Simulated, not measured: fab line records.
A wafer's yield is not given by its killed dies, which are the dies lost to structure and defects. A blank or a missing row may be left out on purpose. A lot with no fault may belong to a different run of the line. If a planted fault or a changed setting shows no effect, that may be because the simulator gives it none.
fab line records	flow n5_finfet
record: lots: 10	wafers: 30	last_day: 17
route steps=1938 shown MIM_BOT_LITHO@1865 PASS1_CAP@1873 TV_LITHO@1886 PASSIVATION@1915
lots that met no fault: taken from a fault-free run of the same line
start_h: hours from the record's first day to the start of the lot's first wafer shown	wait_h: hours from the lot's prior step to this one	" identical to the entry in the row above	L1.1+2: one row covering several wafers at once	- value missing, or start not given	* or withheld: withheld	< > ~ a bound
route shown NAME@n: names a module that has steps shown in the file, with the first one's number in the route	usual: the fault-free wafers' mean and standard deviation	same: alike in all rows	chamber/n: place in a boat	sites: readings site by site	_std_site: the values' standard deviation	_edge_site: inner sites' mean taken away from outer sites' mean	radius_mm: for every site, how far away it sits from the centre of the wafer	mask NAME#n: copy n	behind: the most recent tool/chamber to have shaped the wafer	hold: cause of the lot's hold/its duration in hours/its outcome	device: the n, p or np transistor that did not switch	end of line: the route-end tests of the same wafers	a step with no rows: only its recipe	killed: at the first sort, the dies lost to defects and structure; wafer yield is something else	map: per-die view of a wafer (x killed, . not killed, _ where there is no die)
set.NAME: the run value of the setting; set.NAME@STEP: its run value at that earlier step	model.NAME: the simulator's own value behind a step, which no gauge read
steps of the route over a sample of lots; a table a step, a row a wafer
services: a tool's chamber out of use, with start hour (start_h, from the record's first day; less than 0 if before it), hours out, and reason
== steps ==
step: N5_MIM_BOT_LITHO_DESCUM_10
recipe: chemistry: O2	time_s: 7.9	source_power_w: 50	bias_power_w: 20	pressure_mtorr: 20	rf_frequency_hz: 2.712e+07	temp_c: 40	o2_flow_sccm: 225
usual: chamber_pressure_mTorr: 19.997/0.024	drypump_motor_current_A: 5.5/0.53	oes_product_au: 0.78/0.08	rf_vpp_V: 243.2/1.6	showerhead_plenum_p_Torr: 2.09/0.089	throttle_valve_pct: 20.48/0.23
lot.wafer	tool	chamber	start_h	wait_h	chamber_pressure_mTorr	drypump_motor_current_A	oes_product_au	rf_hours_counter_h	rf_vpp_V	showerhead_plenum_p_Torr	throttle_valve_pct
L797.2	rie_diel-05	0	269.69	0.0	19.981	5.9	0.74	156	244.4	2.18	20.73
L797.3	"	3	"	"	19.983	6.4	0.94	8	244.6	2.23	20.12
L797.4	"	2	"	"	19.969	5.4	0.83	85	246.3	2.20	20.25
L799.1	rie_diel-04	0	286.85	0.3	19.992	5.7	0.65	250	244.0	2.13	20.42
L799.2	"	1	"	"	20.019	5.9	0.72	216	241.6	1.98	20.29
L799.3	"	3	"	"	20.014	5.1	0.74	164	243.1	2.08	20.61
L802.2	rie_diel-05	0	288.40	0.0	19.989	5.9	0.73	161	244.5	2.18	20.73
L802.3	"	2	"	"	19.992	5.3	0.81	91	244.7	2.20	20.27
L802.4	"	1	"	"	19.988	5.1	0.83	81	243.2	2.01	20.21
L801.2	rie_diel-04	3	292.75	0.0	19.986	5.0	0.73	166	242.5	2.08	20.61
L801.3	"	1	"	"	19.996	5.9	0.73	219	243.0	1.98	20.28
L801.6	"	3	"	"	20.009	5.1	0.74	-	242.8	2.08	20.61
L809.3	rie_diel-06	0	337.38	0.0	20.006	4.8	0.71	215	242.0	1.98	20.44
L809.4	"	2	"	"	19.979	5.3	0.69	-	242.2	2.06	20.67
L809.5	"	0	"	"	20.010	4.8	0.71	-	241.2	1.98	20.45
L810.1	rie_diel-06	3	343.88	0.1	20.017	4.9	0.87	62	244.5	2.21	20.49
L810.2	"	0	"	"	20.005	4.8	0.71	218	242.3	1.98	20.46
L810.6	"	3	"	"	19.990	4.8	0.85	-	245.2	2.21	20.49
L812.3	rie_diel-06	1	368.36	0.5	19.983	5.6	0.69	249	242.9	2.06	20.88
L812.4	"	1	"	"	19.994	5.6	0.68	-	241.3	2.06	20.86
L812.5	"	3	"	"	20.031	4.9	0.84	-	246.8	2.21	20.51
L815.1	rie_diel-05	1	385.52	0.0	19.988	5.1	0.80	109	243.3	2.00	20.26
L815.4	"	3	"	"	19.991	6.4	0.87	45	245.8	2.21	20.17
L815.5	"	3	"	"	20.015	6.4	0.88	-	245.4	2.21	20.17
L817.3	rie_diel-05	1	389.38	0.0	19.977	5.1	0.80	111	242.4	2.00	20.25
L817.5	"	3	"	"	19.984	6.4	0.87	-	243.6	2.21	20.16
L817.6	"	0	"	"	20.043	5.8	0.71	-	243.5	2.17	20.79
L816.1	rie_diel-06	2	396.40	0.0	19.965	5.3	0.95	10	242.6	2.05	20.41
L816.4	"	3	"	"	19.998	4.9	0.84	-	243.6	2.21	20.51
L816.6	"	2	"	"	19.982	5.3	0.95	-	240.6	2.05	20.38
step: N5_PASSIVATION_PECVD_55
recipe: material: SiO2	target_thk_a: 4000	temp_c: 400	precursor: SiH4/N2O	pressure_torr: 2.7	rf_w: 608	time_s: 22.5
usual: heater_power_w: 647/85	showerhead_plenum_p_Torr: 8.12/0.067	throttle_valve_pct: 51.0/1.7
lot.wafer	tool	chamber	start_h	wait_h	heater_power_w	showerhead_plenum_p_Torr	throttle_valve_pct
L797.2	pecvd-01	2	270.63	0.0	654	8.18	50.5
L797.3	"	1	"	"	788	8.02	54.2
L797.4	"	0	"	"	554	8.09	50.8
L799.1	pecvd-02	1	287.86	0.0	613	8.12	52.6
L799.2	"	0	"	"	618	8.18	49.3
L799.3	"	2	"	"	602	8.12	49.4
L802.2	pecvd-01	1	289.29	0.0	810	8.05	53.6
L802.3	"	1	"	"	811	8.05	53.9
L802.4	"	2	"	"	666	8.17	50.8
L801.2	pecvd-03	2	293.64	0.0	524	8.01	47.9
L801.3	"	0	"	"	615	8.12	51.2
L801.6	"	1	"	"	777	8.19	52.0
L809.3	pecvd-01	1	338.31	0.0	719	8.06	53.8
L809.4	"	2	"	"	639	8.18	50.9
L809.5	"	2	"	"	676	8.19	50.6
L810.1	pecvd-03	1	344.78	0.0	736	8.18	52.1
L810.2	"	2	"	"	517	8.00	48.3
L810.6	"	2	"	"	540	8.00	48.3
L812.3	pecvd-02	1	369.63	0.0	656	8.17	52.5
L812.4	"	1	"	"	680	8.13	52.7
L812.5	"	0	"	"	771	8.17	49.6
L815.1	pecvd-03	0	386.47	0.0	646	8.11	51.3
L815.4	"	0	"	"	654	8.12	51.4
L815.5	"	2	"	"	465	8.01	48.1
L817.3	pecvd-01	0	390.39	0.0	555	8.11	50.8
L817.5	"	2	"	"	706	8.18	51.1
L817.6	"	0	"	"	552	8.10	50.9
L816.1	pecvd-03	0	397.31	0.0	630	8.10	51.1
L816.4	"	2	"	"	562	8.00	48.4
L816.6	"	0	"	"	648	8.11	51.0
step: N5_PASSIVATION_DESCUM_12
recipe: chemistry: O2	time_s: 7.9	source_power_w: 50	bias_power_w: 20	pressure_mtorr: 20	rf_frequency_hz: 2.712e+07	temp_c: 40	o2_flow_sccm: 225
usual: chamber_pressure_mTorr: 20.002/0.018	drypump_motor_current_A: 5.9/0.46	oes_product_au: 0.79/0.087	rf_vpp_V: 243.7/1.2	showerhead_plenum_p_Torr: 2.12/0.064	throttle_valve_pct: 20.37/0.17
lot.wafer	tool	chamber	start_h	wait_h	chamber_pressure_mTorr	drypump_motor_current_A	oes_product_au	rf_hours_counter_h	rf_vpp_V	showerhead_plenum_p_Torr	throttle_valve_pct
L797.2	rie_diel-01	2	274.83	0.2	20.000	5.7	0.69	224	243.7	2.16	20.16
L797.3	"	3	"	"	19.991	6.3	0.71	216	243.3	2.08	20.50
L797.4	"	1	"	"	20.013	5.9	0.82	75	246.3	2.23	20.42
L799.1	rie_diel-03	1	289.99	0.2	19.969	6.1	0.71	203	243.6	2.15	20.44
L799.2	"	0	"	"	19.980	6.8	0.74	153	243.7	2.10	20.56
L799.3	"	2	"	"	20.015	4.9	0.83	48	242.9	2.02	20.12
L802.2	rie_diel-02	2	291.67	0.6	20.008	6.4	0.69	237	242.5	2.05	20.62
L802.3	"	1	"	"	20.025	5.7	0.72	197	243.2	2.09	20.33
L802.4	"	2	"	"	20.033	6.5	0.70	-	242.6	2.05	20.60
L801.2	rie_diel-03	2	294.14	0.0	20.012	4.9	0.84	50	243.3	2.02	20.12
L801.3	"	1	"	"	19.999	6.1	0.72	205	243.3	2.15	20.46
L801.6	"	2	"	"	20.031	4.8	0.83	-	241.7	2.02	20.10
L809.3	rie_diel-01	3	339.46	0.3	20.027	6.3	0.71	240	239.9	2.08	20.55
L809.4	"	1	"	"	20.013	5.9	0.82	96	246.0	2.22	20.46
L809.5	"	3	"	"	19.978	6.3	0.70	-	242.9	2.08	20.56
L810.1	rie_diel-01	1	345.26	0.0	19.992	5.9	0.81	97	245.9	2.22	20.47
L810.2	"	0	"	"	19.983	5.8	0.84	74	242.3	2.09	20.33
L810.6	"	1	"	"	20.002	5.9	0.81	-	245.2	2.22	20.46
L812.3	rie_diel-02	3	370.27	0.2	20.002	5.6	0.85	68	244.6	2.22	20.21
L812.4	"	1	"	"	19.994	5.7	0.70	-	244.9	2.08	20.39
L812.5	"	2	"	"	20.010	6.4	0.95	-	242.2	2.05	20.18
L815.1	rie_diel-02	2	387.08	0.0	19.995	6.4	0.91	11	242.5	2.04	20.18
L815.4	"	1	"	"	20.029	5.8	0.69	230	243.6	2.08	20.38
L815.5	"	3	"	"	20.017	5.6	0.83	-	245.8	2.21	20.23
L817.3	rie_diel-03	2	390.92	0.0	19.989	4.8	0.80	76	242.8	2.02	20.15
L817.5	"	2	"	"	20.006	4.8	0.80	-	243.8	2.02	20.16
L817.6	"	1	"	"	19.994	6.1	0.69	-	245.3	2.14	20.49
L816.1	rie_diel-01	0	398.27	0.0	20.005	5.8	0.82	91	243.4	2.09	20.34
L816.4	"	1	"	"	19.992	5.9	0.79	-	244.5	2.22	20.49
L816.6	"	0	"	"	20.013	5.8	0.81	-	243.6	2.09	20.34
step: N5_PASSIVATION_PECVD_53
recipe: material: SiO2	target_thk_a: 8000	temp_c: 400	precursor: TEOS/O2	pressure_torr: 6.5	rf_w: withheld	teos_flow_sccm: withheld	gas: O2	flow_sccm: 2650	time_s: 169.4
lot.wafer	tool	chamber	start_h	wait_h
L797.2+3+4	pecvd-04	2,0,1	277.83	0.0
L802.2+3+4	pecvd-04	0,2,0	294.65	0.0
L799.1+2+3	pecvd-04	1,0,2	295.55	0.0
L801.2+3+6	pecvd-02	1,2,1	298.95	0.0
L809.3+4+5	pecvd-04	1,0,2	343.38	0.0
L810.1+2+6	pecvd-04	1,0,2	348.87	0.0
L812.3+4+5	pecvd-02	2,0,1	372.99	0.0
L815.1+4+5	pecvd-01	2,0,0	389.57	0.0
L817.3+5+6	pecvd-01	0,0,2	393.45	0.1
L816.1+4+6	pecvd-01	0,0,2	401.19	0.0
step: N5_PASSIVATION_INSPECT_67
recipe: mode: adi	inspect_instrument: macro
usual: raw_defect_count: 1.9/1.4
lot.wafer	tool	chamber	start_h	wait_h	raw_defect_count
L797.2	defect_inspect-01	-	278.55	0.0	1
L797.3	"	-	"	"	0
L797.4	"	-	"	"	4
L802.2	defect_inspect-01	-	295.24	0.0	0
L802.3	"	-	"	"	1
L802.4	"	-	"	"	2
L799.1	defect_inspect-01	-	296.27	0.0	1
L799.2	"	-	"	"	1
L799.3	"	-	"	"	2
L801.2	defect_inspect-01	-	299.68	0.0	2
L801.3	"	-	"	"	2
L801.6	"	-	"	"	1
L809.3	defect_inspect-01	-	343.98	0.0	4
L809.4	"	-	"	"	1
L809.5	"	-	"	"	>300
L810.1	defect_inspect-02	-	349.61	0.0	2
L810.2	"	-	"	"	0
L810.6	"	-	"	"	>300
L812.3	defect_inspect-02	-	373.77	0.0	2
L812.4	"	-	"	"	3
L812.5	"	-	"	"	1
L815.1	defect_inspect-02	-	390.28	0.0	3
L815.4	"	-	"	"	4
L815.5	"	-	"	"	3
L817.3	defect_inspect-01	-	394.23	0.0	6
L817.5	"	-	"	"	1
L817.6	"	-	"	"	3
L816.1	defect_inspect-01	-	401.90	0.0	2
L816.4	"	-	"	"	3
L816.6	"	-	"	"	3
step: N5_PASSIVATION_PROBE_49
usual: defect_limited_yield: 91.3/1.5	killed_at_M0_to_M3: 35/10	killed_at_M4_up: 12/4.6	killed_at_contacts: 13/6.6	killed_at_front_end: 39/11	killed_at_other: 4/3.4	killed_dies: 103/17	killed_open: 67/13	killed_short: 35/8.2	sort_bin_5_function: 5.1/0.94	sort_bin_6_memory: 3.2/0.7	sort_bin_8_speed: 0.00/0.03	sort_n_pass: 1077/17	sort_yield_pct: 91.3/1.5
same: gross_dies: 1180	killed_at_back_side: 0	sort_bin_4_leakage[%]: 0
lot.wafer	tool	chamber	start_h	wait_h	defect_limited_yield[%]	killed_at_M0_to_M3	killed_at_M4_up	killed_at_contacts	killed_at_front_end	killed_at_other	killed_dies	killed_open	killed_short	sort_bin_5_function[%]	sort_bin_6_memory[%]	sort_bin_8_speed[%]	sort_n_pass	sort_yield_pct[%]
L809.3	prober-02	-	347.17	0.1	90.7	32	15	16	44	3	110	64	45	5.9	3.1	0	1070	90.7
L809.4	prober-02	-	347.22	0.2	91.4	22	15	17	48	0	102	65	31	5.1	3.1	0	1078	91.4
L809.5	prober-02	-	347.27	0.2	82.5	35	6	8	42	115	206	42	50	11.4	4.2	0	974	82.5
L810.1	prober-02	-	352.70	0.0	92.6	30	11	18	16	12	87	50	37	4.7	2.4	0	1093	92.6
L810.2	prober-02	-	352.75	0.1	91.1	32	10	25	25	13	105	65	40	5.3	3.1	0	1075	91.1
L810.6	prober-02	-	352.95	0.3	81.9	32	8	24	21	128	213	65	32	11.6	4.9	0.34	963	81.6
killed by level:class
L809.3 FIN_SAQP:geometric_particle:short=14 MOL_CONTACT_COAG:geometric_particle:open=13 BEOL_M0_SAQP:geometric_particle:open=8 BEOL_M1:geometric_particle:open=8 BEOL_M0_SAQP:geometric_particle:short=7 BEOL_M4:geometric_particle:open=7 FIN_SAQP:geometric_particle:open=6 GATE_CUT:geometric_particle:short=6
L809.4 MOL_CONTACT_COAG:geometric_particle:open=15 FIN_SAQP:geometric_particle:short=13 FIN_SAQP:geometric_particle:open=10 BEOL_M2:geometric_particle:open=8 GATE_CUT:geometric_particle:short=6 BEOL_M4:geometric_particle:open=5 BEOL_M7:geometric_particle:open=5 BEOL_M0_SAQP:geometric_particle:open=4
L809.5 PASSIVATION:unspecified=113 FIN_SAQP:geometric_particle:short=18 BEOL_M0_SAQP:geometric_particle:short=16 FIN_SAQP:geometric_particle:open=9 BEOL_M0_SAQP:geometric_particle:open=6 GATE_CUT:geometric_particle:short=5 MOL_CONTACT_COAG:geometric_particle:open=5 BEOL_M2:geometric_particle:open=5
L810.1 MOL_CONTACT_COAG:geometric_particle:open=13 BEOL_M0:geometric_particle:open=7 BEOL_M0:geometric_particle:short=5 MOL_CONTACT_COAG:geometric_particle:short=5 BEOL_M0_SAQP:geometric_particle:short=5 BEOL_M2:geometric_particle:open=4 MIM_TOP:geometric_particle:short=4 GATE_CUT:geometric_particle:short=3
L810.2 MOL_CONTACT_COAG:geometric_particle:open=17 BEOL_M3:geometric_particle:open=12 FIN_SAQP:geometric_particle:open=8 FIN_SAQP:geometric_particle:short=8 MOL_CONTACT_COAG:geometric_particle:short=8 BEOL_M2:geometric_particle:open=8 GATE_CUT:geometric_particle:short=4 PASS1_CAP:geometric_particle:short=4
L810.6 PASSIVATION:unspecified=116 MOL_CONTACT_COAG:geometric_particle:open=19 BEOL_M3:geometric_particle:open=10 MOL_CONTACT_COAG:geometric_particle:short=5 BEOL_M0_SAQP:geometric_particle:open=5 GATE_CUT:geometric_particle:open=4 BEOL_M3:geometric_particle:short=4 PASS1_CAP:geometric_particle:short=4
== services ==
tool	chamber	start_h	hours	kind
pecvd-01	-	246.76	2.8	pm
rie_diel-03	0	253.64	2.0	repair
rie_diel-02	0	254.95	14.4	repair
rie_diel-06	3	258.82	2.4	repair
pecvd-01	0	274.91	19.8	repair
rie_diel-02	3	282.57	1.5	repair
rie_diel-03	3	285.32	6.0	repair
rie_diel-01	-	290.73	2.8	pm
rie_diel-01	2	293.58	40.7	repair
pecvd-03	1	312.99	7.4	repair
pecvd-02	-	316.90	14.6	pm
rie_diel-04	3	323.85	12.5	repair
rie_diel-02	2	324.02	3.9	repair
pecvd-04	-	324.94	0.9	repair
rie_diel-01	1	326.23	2.7	repair
rie_diel-04	2	328.65	1.8	repair
rie_diel-06	1	330.77	13.6	repair
pecvd-01	0	335.00	5.5	scheduled_down
pecvd-01	-	339.16	6.0	pm
rie_diel-05	-	352.93	2.8	pm
rie_diel-05	-	366.99	4.3	pm
pecvd-01	0	378.82	2.1	scheduled_down
rie_diel-06	1	386.04	1.5	repair
pecvd-04	2	397.97	5.4	repair
== key ==
first_sign: step: N5_PASSIVATION_INSPECT_67	reading: raw_defect_count	direction: up	sigmas: 99+	usual: 1.9	struck: >300
effect: step: N5_PASSIVATION_PROBE_49	reading: killed_at_other	direction: up	sigmas: 35	usual: 4	struck: 122
more_kills_born_at: N5_PASSIVATION_PECVD_53@pecvd-04: 229
met_at N5_PASSIVATION_PECVD_53
struck_lots L809,L810
struck_wafers L809.5,L810.6
not_acting_at N5_MIM_BOT_LITHO_DESCUM_10,N5_PASSIVATION_PECVD_55,N5_PASSIVATION_DESCUM_12
onset_between 295.55 343.38
fault: kind: chamber_particle_source	tool: pecvd-04	chamber: 2	onset_h: 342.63	steps: N5_PASSIVATION_PECVD_53	rate_per_visit_cm2: 0.62978	end_h: 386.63
